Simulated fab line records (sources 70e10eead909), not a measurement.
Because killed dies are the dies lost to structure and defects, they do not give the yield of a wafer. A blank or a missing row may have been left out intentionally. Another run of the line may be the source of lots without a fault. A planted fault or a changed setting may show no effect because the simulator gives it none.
Chamber matching + flow nandHarc + NHARC_P_M1_DESCUM_14 on rieDiel-04: 4 sister chambers
The step chemistry O2, time 3 s. 16 wafers are shown with their chamber, then 8 later ones without.

== WAFERS WITH THEIR CHAMBER ==
| wafer  | chamber | drypumpMotorCurrentA (A) | oesProductAu (a.u.) | rfVppV (V) |
|--------|---------|--------------------------|---------------------|------------|
| L074.1 | 2       | 5.1                      | 1.012               | 58.4       |
| L074.2 | 1       | 6.1                      | 1.000               | 58.4       |
| L074.5 | 1       | 6.1                      | 0.996               | 58.9       |
| L075.2 | 1       | 6.2                      | 0.982               | 57.7       |
| L075.3 | 3       | 6.4                      | 0.984               | 58.4       |
| L075.5 | 1       | 6.1                      | 0.991               | 56.9       |
| L077.3 | 3       | 6.5                      | 0.996               | 56.7       |
| L077.4 | 2       | 5.1                      | 1.019               | 57.8       |
| L077.6 | 2       | 5.1                      | 1.020               | 56.9       |
| L081.1 | 2       | 5.1                      | 1.011               | 57.0       |
| L081.2 | 3       | 6.4                      | 0.995               | 58.3       |
| L081.4 | 0       | 5.9                      | 0.998               | 55.6       |
| L086.1 | 3       | 6.5                      | 1.003               | 57.7       |
| L086.4 | 1       | 6.1                      | 0.991               | 58.2       |
| L086.6 | 0       | 6.0                      | 1.005               | 57.5       |
| L088.2 | 2       | 5.1                      | 0.996               | 58.6       |

SIGNATURES (averages over the wafers above)
| reading              | chamber 0 | chamber 1 | chamber 2 | chamber 3 | scatter within a chamber |
|----------------------|-----------|-----------|-----------|-----------|--------------------------|
| drypumpMotorCurrentA | 5.950     | 6.120     | 5.100     | 6.450     | 0.0438                   |
| oesProductAu         | 1.00150   | 0.99200   | 1.01160   | 0.99450   | 0.00796                  |
| rfVppV               | 56.550    | 58.020    | 57.740    | 57.775    | 0.835                    |
Rule: a wafer lies at a distance from a chamber equal to the root of the sum of squares, over the readings, of (its reading less the chamber's mean, divided by the reading's scatter). The wafer belongs to the nearest chamber; if the next one is less than 2 further off, it can't be placed. The scatter: take each reading less its chamber's mean, square it, sum over the shown wafers, divide by the number of wafers less the number of chambers, and take the root.

== WAFERS WITHOUT THEIR CHAMBER ==
| wafer  | drypumpMotorCurrentA (A) | oesProductAu (a.u.) | rfVppV (V) |
|--------|--------------------------|---------------------|------------|
| L088.3 | 6.0                      | 0.991               | 59.2       |
| L088.6 | 5.1                      | 0.993               | 57.1       |
| L090.1 | 6.0                      | 1.009               | 57.4       |
| L090.3 | 6.2                      | 0.996               | 58.1       |
| L090.6 | 6.5                      | 0.992               | 58.1       |
| L091.1 | 6.4                      | 0.995               | 57.1       |
| L091.4 | 5.1                      | 1.005               | 59.1       |
| L091.6 | 5.2                      | 1.004               | 58.2       |

== EACH ONE'S CHAMBER ==
| wafer  | from the rows above     | in truth |
|--------|-------------------------|----------|
| L088.3 | can't be placed: 1 or 0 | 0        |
| L088.6 | 2                       | 2        |
| L090.1 | can't be placed: 0 or 1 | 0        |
| L090.3 | 1                       | 1        |
| L090.6 | 3                       | 3        |
| L091.1 | 3                       | 3        |
| L091.4 | 2                       | 2        |
| L091.6 | 2                       | 2        |
Placed correctly: 6 of 8. From these rows, 2 cannot be placed; in 2 the true chamber is one of the candidates. Placed wrongly: 0.
